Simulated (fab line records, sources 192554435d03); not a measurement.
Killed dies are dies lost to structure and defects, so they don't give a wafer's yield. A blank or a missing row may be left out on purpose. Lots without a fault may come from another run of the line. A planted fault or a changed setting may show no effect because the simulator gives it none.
Which tool did it? | flow n5_finfet | 24 lots, 72 wafers sampled, at 6 steps of a route of 1938

WHAT THE GAUGES READ, wafer by wafer
N5_BEOL_M0_SAQP_OVL_MEAS_15. Usual: M0_CORE_OVL -0.2 nm, standard deviation 0.77.
lot  | measured     | on         | M0_CORE_OVL (nm) | flag
L074 | day 5 13:46  | overlay-02 | 1.2 0.1 0.6      |
L075 | day 5 21:04  | overlay-02 | -0.6 0.2 -1.2    |
L076 | day 6 02:04  | overlay-01 | -0.3 -0.3 -0.2   |
L077 | day 6 05:26  | overlay-02 | -1.8 -0.4 -0.6   |
L078 | day 6 11:48  | overlay-02 | -1.0 -0.1 -1.0   |
L079 | day 6 17:12  | overlay-02 | -1.0 -0.6 -1.1   |
L080 | day 6 22:08  | overlay-02 | 0.5 -0.8 -0.2    |
L081 | day 7 05:02  | overlay-01 | -0.5 0.5 0.1     |
L082 | day 7 17:19  | overlay-02 | -2.3 -0.9 -2.1   |
L083 | day 7 17:47  | overlay-02 | -0.8 -0.6 -0.1   |
L084 | day 8 06:18  | overlay-01 | 0.3 -0.1 0.2     |
L085 | day 8 10:16  | overlay-02 | 0.5 -0.7 0.4     |
L086 | day 8 14:33  | overlay-02 | 0.2 0.3 0.0      |
L087 | day 9 01:38  | overlay-01 | 1.3 0.3 0.1      |
L088 | day 9 06:52  | overlay-02 | 0.7 1.0 1.5      |
L089 | day 9 10:51  | overlay-01 | 0.3 0.3 0.0      |
L090 | day 9 13:31  | overlay-02 | 0.1 -0.9 -0.5    |
L091 | day 9 21:23  | overlay-01 | 0.6 0.0 -1.2     |
L092 | day 10 00:09 | overlay-02 | -0.9 -1.4 -1.1   |
L093 | day 10 07:28 | overlay-01 | -0.3 -0.3 0.4    |
L094 | day 10 10:53 | overlay-01 | 0.2 -0.2 -1.0    |
L095 | day 10 14:51 | overlay-01 | -0.8 -0.8 -0.9   |
L096 | day 10 21:29 | overlay-01 | -0.6 0.0 -0.6    |
L097 | day 11 09:40 | overlay-02 | -1.0 -0.6 0.9    |

N5_BEOL_M0_INSPECT_127: inspects for defects (darkfield). Usual: raw_defect_count 73, standard deviation 26.
lot  | measured     | on                | raw_defect_count | flag
L074 | day 6 02:02  | defect_inspect-02 | 65 61 54         |
L075 | day 6 08:17  | defect_inspect-02 | 27 46 43         |
L076 | day 6 14:27  | defect_inspect-02 | 86 85 127        |
L077 | day 6 18:17  | defect_inspect-02 | 71 49 63         |
L078 | day 6 23:04  | defect_inspect-01 | 47 59 43         |
L079 | day 7 10:34  | defect_inspect-01 | 79 43 82         |
L080 | day 7 12:58  | defect_inspect-02 | 60 60 47         |
L081 | day 7 17:19  | defect_inspect-02 | 81 68 66         |
L082 | day 8 05:44  | defect_inspect-02 | 71 48 55         |
L083 | day 8 05:31  | defect_inspect-02 | 76 77 45         |
L084 | day 8 21:53  | defect_inspect-02 | 87 31 82         |
L085 | day 9 01:01  | defect_inspect-02 | 69 93 122        |
L086 | day 9 02:58  | defect_inspect-02 | 67 56 44         |
L087 | day 9 13:03  | defect_inspect-02 | 125 124 93       |
L088 | day 10 00:43 | defect_inspect-02 | 87 116 68        |
L089 | day 10 01:44 | defect_inspect-02 | 61 102 84        |
L090 | day 10 04:43 | defect_inspect-02 | 95 45 80         |
L091 | day 10 18:07 | defect_inspect-02 | 92 65 49         |
L092 | day 10 09:52 | defect_inspect-02 | 64 95 65         |
L093 | day 10 20:55 | defect_inspect-02 | 90 136 116       |
L094 | day 10 22:41 | defect_inspect-02 | 36 61 63         |
L095 | day 11 02:25 | defect_inspect-01 | 84 76 44         |
L096 | day 11 09:58 | defect_inspect-01 | 95 74 91         |
L097 | day 12 01:55 | defect_inspect-02 | 60 56 69         |

WHICH TOOL RAN EACH LOT (tool, then ch and the chambers of the sampled wafers, then the start)
lot  | N5_BEOL_M0_SAQP_ETCH_84            | N5_BEOL_M0_SAQP_HM_OPEN_112        | N5_BEOL_M0_SAQP_STRIP_108          | N5_BEOL_M0_SURFACE_TREAT_137
L074 | rie_diel-05 ch 0,2,3, day 5 14:29  | rie_diel-05 ch 0,2,3, day 5 14:35  | rie_diel-05 ch 1,2,3, day 5 17:27  | pvd_sputter-02, day 5 23:53
L075 | rie_diel-03 ch 1,2, day 5 21:12    | rie_diel-03 ch 1,2, day 5 21:19    | rie_diel-02 ch 1,2,3, day 5 23:31  | pvd_sputter-03, day 6 05:46
L076 | rie_diel-05 ch 1,2,3, day 6 02:13  | rie_diel-05 ch 1,2,3, day 6 02:19  | rie_diel-02 ch 1,2,3, day 6 04:31  | pvd_sputter-03, day 6 11:18
L077 | rie_diel-05 ch 0,1,2, day 6 06:02  | rie_diel-05 ch 0,1,2, day 6 06:08  | rie_diel-02 ch 0,2,3, day 6 08:21  | pvd_sputter-03, day 6 16:19
L078 | rie_diel-05 ch 0,3, day 6 11:56    | rie_diel-05 ch 0,3, day 6 12:03    | rie_diel-02 ch 0,1,3, day 6 14:19  | pvd_sputter-03, day 6 21:24
L079 | rie_diel-03 ch 0,2,3, day 6 17:22  | rie_diel-03 ch 0,2,3, day 6 17:28  | rie_diel-03 ch 0,1,3, day 6 20:10  | pvd_sputter-01, day 7 08:52
L080 | rie_diel-05 ch 0,1,3, day 6 22:45  | rie_diel-05 ch 0,1,3, day 6 22:52  | rie_diel-02 ch 1,2,3, day 7 01:02  | pvd_sputter-02, day 7 09:25
L081 | rie_diel-03 ch 0,1,3, day 7 05:17  | rie_diel-03 ch 0,1,3, day 7 05:23  | rie_diel-02 ch 0,1,2, day 7 07:51  | pvd_sputter-02, day 7 15:36
L082 | rie_diel-03 ch 0,2,3, day 7 17:28  | rie_diel-03 ch 0,2,3, day 7 17:35  | rie_diel-02 ch 2,3, day 7 21:04    | pvd_sputter-02, day 8 03:58
L083 | rie_diel-03 ch 0,2,3, day 7 17:56  | rie_diel-03 ch 0,2,3, day 7 18:02  | rie_diel-02 ch 0,1,3, day 7 21:29  | pvd_sputter-02, day 8 03:51
L084 | rie_diel-03 ch 0,2, day 8 06:26    | rie_diel-03 ch 0,2, day 8 06:33    | rie_diel-05 ch 0,1,2, day 8 08:44  | pvd_sputter-02, day 8 17:20
L085 | rie_diel-02 ch 1,2, day 8 10:25    | rie_diel-02 ch 1,2, day 8 10:31    | rie_diel-05 ch 0,2, day 8 14:01    | pvd_sputter-03, day 8 23:20
L086 | rie_diel-02 ch 2,3, day 8 14:41    | rie_diel-02 ch 2,3, day 8 14:48    | rie_diel-02 ch 0,3, day 8 18:27    | pvd_sputter-03, day 9 01:00
L087 | rie_diel-02 ch 0,2,3, day 9 02:05  | rie_diel-02 ch 0,2,3, day 9 02:11  | rie_diel-02 ch 0,2,3, day 9 04:25  | pvd_sputter-02, day 9 11:19
L088 | rie_diel-02 ch 0,1,3, day 9 07:05  | rie_diel-02 ch 0,1,3, day 9 07:11  | rie_diel-02 ch 0,1,2, day 9 09:26  | pvd_sputter-02, day 9 23:04
L089 | rie_diel-03 ch 1,2,3, day 9 11:01  | rie_diel-03 ch 1,2,3, day 9 11:07  | rie_diel-05 ch 2,3, day 9 13:27    | pvd_sputter-03, day 10 00:08
L090 | rie_diel-02 ch 0,1,2, day 9 13:39  | rie_diel-02 ch 0,1,2, day 9 13:45  | rie_diel-05 ch 1,2,3, day 9 16:09  | pvd_sputter-03, day 10 03:06
L091 | rie_diel-02 ch 0,2,3, day 9 21:32  | rie_diel-02 ch 0,2,3, day 9 21:38  | rie_diel-03 ch 2,3, day 10 00:44   | pvd_sputter-02, day 10 16:28
L092 | rie_diel-03 ch 1,2, day 10 00:17   | rie_diel-03 ch 1,2, day 10 00:24   | rie_diel-05 ch 0,1,3, day 10 02:56 | pvd_sputter-02, day 10 07:52
L093 | rie_diel-03 ch 0,1,3, day 10 08:03 | rie_diel-03 ch 0,1,3, day 10 08:10 | rie_diel-03 ch 0,3, day 10 10:20   | pvd_sputter-02, day 10 18:58
L094 | rie_diel-03 ch 0,1,3, day 10 11:03 | rie_diel-03 ch 0,1,3, day 10 11:10 | rie_diel-02 ch 1,3, day 10 13:52   | pvd_sputter-03, day 10 20:31
L095 | rie_diel-03 ch 1,3, day 10 14:59   | rie_diel-03 ch 1,3, day 10 15:06   | rie_diel-05 ch 1,3, day 10 18:23   | pvd_sputter-02, day 11 00:32
L096 | rie_diel-02 ch 2,3, day 10 21:37   | rie_diel-02 ch 2,3, day 10 21:44   | rie_diel-03 ch 0,3, day 11 00:02   | pvd_sputter-03, day 11 08:17
L097 | rie_diel-05 ch 0,1,3, day 11 10:10 | rie_diel-05 ch 0,1,3, day 11 10:16 | rie_diel-02 ch 1,2, day 11 13:04   | pvd_sputter-03, day 11 23:58
- N5_BEOL_M0_SAQP_ETCH_84: etches SOC in N2/H2, target depth 100 nm, overetch 20 nm, time 150 s.
- N5_BEOL_M0_SAQP_HM_OPEN_112: chemistry CHF3/O2, target SiO2, stops on a-Si, target depth 12 nm, time 13.5 s.
- N5_BEOL_M0_SAQP_STRIP_108: strips in N2/H2.
- N5_BEOL_M0_SURFACE_TREAT_137

WHAT THE TOOLS THEMSELVES READ (means of the sampled wafers that have a number; where no wafer has one, the mark that the record gives instead)
N5_BEOL_M0_SAQP_ETCH_84. Usual: drypump_motor_current_A 5.6 A, standard deviation 0.47; oes_product_au 0.68 a.u., standard deviation 0.07; rf_vpp_V 524.5 V, standard deviation 2.6; showerhead_plenum_p_Torr 2.56 Torr, standard deviation 0.089; temp_c 40.00 C, standard deviation 0.12; throttle_valve_pct 17.68 %, standard deviation 0.16.
lot  | tool        | drypump_motor_current_A (A) | oes_product_au (a.u.) | rf_vpp_V (V) | showerhead_plenum_p_Torr (Torr) | temp_c (C) | throttle_valve_pct (%) | flag
L074 | rie_diel-05 | 5.4                         | 0.63                  | 523.1        | 2.50                            | 40.10      | 17.78                  |
L075 | rie_diel-03 | 5.9                         | 0.62                  | 525.5        | 2.58                            | 39.90      | 17.73                  |
L076 | rie_diel-05 | 5.3                         | 0.68                  | 524.9        | 2.56                            | 40.08      | 17.59                  |
L077 | rie_diel-05 | 5.5                         | 0.68                  | 523.7        | 2.53                            | 39.97      | 17.72                  |
L078 | rie_diel-05 | 5.2                         | 0.63                  | 525.6        | 2.57                            | 39.94      | 17.74                  |
L079 | rie_diel-03 | 5.3                         | 0.68                  | 525.8        | 2.61                            | 40.10      | 17.71                  |
L080 | rie_diel-05 | 5.3                         | 0.68                  | 526.6        | 2.60                            | 39.94      | 17.67                  |
L081 | rie_diel-03 | 5.5                         | 0.67                  | 524.7        | 2.57                            | 40.06      | 17.68                  |
L082 | rie_diel-03 | 5.3                         | 0.67                  | 526.1        | 2.61                            | 39.94      | 17.72                  |
L083 | rie_diel-03 | 5.3                         | 0.67                  | 525.1        | 2.61                            | 39.86      | 17.72                  |
L084 | rie_diel-03 | 5.4                         | 0.62                  | 526.5        | 2.61                            | 39.96      | 17.77                  |
L085 | rie_diel-02 | 6.1                         | 0.69                  | 523.2        | 2.51                            | 40.07      | 17.77                  |
L086 | rie_diel-02 | 5.9                         | 0.66                  | 521.9        | 2.48                            | 39.87      | 17.66                  |
L087 | rie_diel-02 | 5.5                         | 0.65                  | 524.5        | 2.55                            | 40.08      | 17.68                  |
L088 | rie_diel-02 | 5.8                         | 0.65                  | 522.9        | 2.48                            | 39.99      | 17.70                  |
L089 | rie_diel-03 | 5.7                         | 0.73                  | 523.9        | 2.56                            | 40.13      | 17.58                  |
L090 | rie_diel-02 | 5.6                         | 0.66                  | 524.2        | 2.56                            | 40.06      | 17.73                  |
L091 | rie_diel-02 | 5.5                         | 0.64                  | 523.7        | 2.55                            | 39.97      | 17.68                  |
L092 | rie_diel-03 | 5.9                         | 0.68                  | 524.5        | 2.57                            | 40.02      | 17.62                  |
L093 | rie_diel-03 | 5.6                         | 0.73                  | 524.5        | 2.56                            | 40.02      | 17.56                  |
L094 | rie_diel-03 | 5.5                         | 0.73                  | 524.5        | 2.56                            | 40.05      | 17.57                  |
L095 | rie_diel-03 | 5.6                         | 0.75                  | 523.7        | 2.55                            | 39.89      | 17.55                  |
L096 | rie_diel-02 | 5.9                         | 0.65                  | 522.4        | 2.47                            | 39.92      | 17.70                  |
L097 | rie_diel-05 | 5.3                         | 0.73                  | 524.6        | 2.58                            | 39.99      | 17.60                  |

N5_BEOL_M0_SAQP_HM_OPEN_112. Usual: drypump_motor_current_A 5.6 A, standard deviation 0.48; oes_o_777_au 0.75 a.u., standard deviation 0.08; oes_product_au 0.49 a.u., standard deviation 0.052; rf_vpp_V 532 V, standard deviation 6.7; showerhead_plenum_p_Torr 2.43 Torr, standard deviation 0.074; throttle_valve_pct 18.74 %, standard deviation 0.17.
lot  | tool        | drypump_motor_current_A (A) | oes_o_777_au (a.u.) | oes_product_au (a.u.) | rf_vpp_V (V) | showerhead_plenum_p_Torr (Torr) | throttle_valve_pct (%) | flag
L074 | rie_diel-05 | 5.4                         | 0.71                | 0.45                  | 531          | 2.38                            | 18.90                  |
L075 | rie_diel-03 | 5.8                         | 0.68                | 0.45                  | 530          | 2.44                            | 18.69                  |
L076 | rie_diel-05 | 5.3                         | 0.77                | 0.49                  | 537          | 2.45                            | 18.76                  |
L077 | rie_diel-05 | 5.5                         | 0.77                | 0.50                  | 530          | 2.41                            | 18.83                  |
L078 | rie_diel-05 | 5.2                         | 0.71                | 0.47                  | 532          | 2.44                            | 18.90                  |
L079 | rie_diel-03 | 5.3                         | 0.74                | 0.50                  | 537          | 2.47                            | 18.71                  |
L080 | rie_diel-05 | 5.3                         | 0.76                | 0.50                  | 533          | 2.47                            | 18.82                  |
L081 | rie_diel-03 | 5.6                         | 0.74                | 0.49                  | 534          | 2.44                            | 18.73                  |
L082 | rie_diel-03 | 5.3                         | 0.74                | 0.49                  | 537          | 2.47                            | 18.71                  |
L083 | rie_diel-03 | 5.2                         | 0.73                | 0.48                  | 537          | 2.47                            | 18.72                  |
L084 | rie_diel-03 | 5.5                         | 0.68                | 0.45                  | 533          | 2.47                            | 18.74                  |
L085 | rie_diel-02 | 6.1                         | 0.76                | 0.50                  | 529          | 2.38                            | 18.84                  |
L086 | rie_diel-02 | 5.9                         | 0.73                | 0.48                  | 525          | 2.36                            | 18.80                  |
L087 | rie_diel-02 | 5.5                         | 0.72                | 0.47                  | 528          | 2.42                            | 18.69                  |
L088 | rie_diel-02 | 5.8                         | 0.74                | 0.48                  | 527          | 2.37                            | 18.84                  |
L089 | rie_diel-03 | 5.7                         | 0.80                | 0.53                  | 532          | 2.43                            | 18.60                  |
L090 | rie_diel-02 | 5.7                         | 0.73                | 0.48                  | 530          | 2.42                            | 18.73                  |
L091 | rie_diel-02 | 5.5                         | 0.72                | 0.46                  | 528          | 2.42                            | 18.72                  |
L092 | rie_diel-03 | 5.9                         | 0.75                | 0.50                  | 530          | 2.43                            | 18.60                  |
L093 | rie_diel-03 | 5.5                         | 0.81                | 0.53                  | 533          | 2.43                            | 18.62                  |
L094 | rie_diel-03 | 5.6                         | 0.81                | 0.54                  | 535          | 2.43                            | 18.64                  |
L095 | rie_diel-03 | 5.5                         | 0.83                | 0.55                  | 533          | 2.43                            | 18.61                  |
L096 | rie_diel-02 | 5.9                         | 0.72                | 0.47                  | 525          | 2.36                            | 18.83                  |
L097 | rie_diel-05 | 5.3                         | 0.82                | 0.53                  | 532          | 2.46                            | 18.75                  |

N5_BEOL_M0_SAQP_STRIP_108. Usual: drypump_motor_current_A 5.6 A, standard deviation 0.47; oes_product_au 0.75 a.u., standard deviation 0.076; rf_vpp_V 121.9 V, standard deviation 1.1; showerhead_plenum_p_Torr 3.35 Torr, standard deviation 0.13; temp_c 40.01 C, standard deviation 0.11; throttle_valve_pct 18.68 %, standard deviation 0.24.
lot  | tool        | drypump_motor_current_A (A) | oes_product_au (a.u.) | rf_vpp_V (V) | showerhead_plenum_p_Torr (Torr) | temp_c (C) | throttle_valve_pct (%) | flag
L074 | rie_diel-05 | 5.3                         | 0.76                  | 122.9        | 3.39                            | 40.01      | 18.50                  |
L075 | rie_diel-02 | 6.0                         | 0.76                  | 120.9        | 3.30                            | 40.05      | 18.70                  |
L076 | rie_diel-02 | 6.0                         | 0.76                  | 121.7        | 3.30                            | 40.03      | 18.72                  |
L077 | rie_diel-02 | 5.5                         | 0.73                  | 122.0        | 3.38                            | 40.04      | 18.72                  |
L078 | rie_diel-02 | 5.8                         | 0.74                  | 121.7        | 3.29                            | 39.99      | 18.64                  |
L079 | rie_diel-03 | 5.5                         | 0.75                  | 122.4        | 3.39                            | 40.00      | 18.74                  |
L080 | rie_diel-02 | 6.0                         | 0.75                  | 121.8        | 3.30                            | 39.97      | 18.72                  |
L081 | rie_diel-02 | 5.7                         | 0.74                  | 122.0        | 3.39                            | 39.96      | 18.83                  |
L082 | rie_diel-02 | 5.7                         | 0.74                  | 121.0        | 3.38                            | 40.22      | 18.83                  |
L083 | rie_diel-02 | 5.8                         | 0.74                  | 122.1        | 3.29                            | 40.05      | 18.64                  |
L084 | rie_diel-05 | 5.5                         | 0.75                  | 121.7        | 3.34                            | 39.93      | 18.69                  |
L085 | rie_diel-05 | 5.6                         | 0.69                  | 120.3        | 3.26                            | 40.05      | 18.93                  |
L086 | rie_diel-02 | 5.4                         | 0.71                  | 121.9        | 3.36                            | 40.04      | 18.66                  |
L087 | rie_diel-02 | 5.5                         | 0.72                  | 121.4        | 3.36                            | 40.14      | 18.76                  |
L088 | rie_diel-02 | 5.7                         | 0.73                  | 122.3        | 3.38                            | 39.99      | 18.85                  |
L089 | rie_diel-05 | 5.2                         | 0.69                  | 121.4        | 3.33                            | 40.04      | 18.64                  |
L090 | rie_diel-05 | 5.3                         | 0.73                  | 121.4        | 3.37                            | 40.02      | 18.56                  |
L091 | rie_diel-03 | 5.3                         | 0.77                  | 122.7        | 3.42                            | 39.98      | 18.84                  |
L092 | rie_diel-05 | 5.4                         | 0.84                  | 122.6        | 3.42                            | 39.85      | 18.45                  |
L093 | rie_diel-03 | 5.2                         | 0.78                  | 122.3        | 3.42                            | 39.99      | 18.76                  |
L094 | rie_diel-02 | 6.3                         | 0.74                  | 120.3        | 3.20                            | 39.90      | 18.67                  |
L095 | rie_diel-05 | 5.2                         | 0.74                  | 122.0        | 3.45                            | 39.96      | 18.44                  |
L096 | rie_diel-03 | 5.1                         | 0.77                  | 122.6        | 3.42                            | 39.99      | 18.78                  |
L097 | rie_diel-02 | 6.1                         | 0.74                  | 121.6        | 3.29                            | 40.10      | 18.90                  |

THE ANSWER, worked out from the rows above alone
Rule: a lot is off if the mean of its wafers that have a number lies more than 3 standard deviations from the usual mean. A lot without any number at a reading at which 4 lots or more have one is off too. The other lots that the step has rows for count as sound. The gauges are gone through in route order, then the tools' own readings, and for those a lot's mean is taken as printed above. The first step at which some lot is off is used, and at that step the reading that is off furthest; a lot without a number counts as furthest.
No lot is off at any reading shown: from this, nothing can be told.

WHAT THE SIMULATOR HAD PUT IN
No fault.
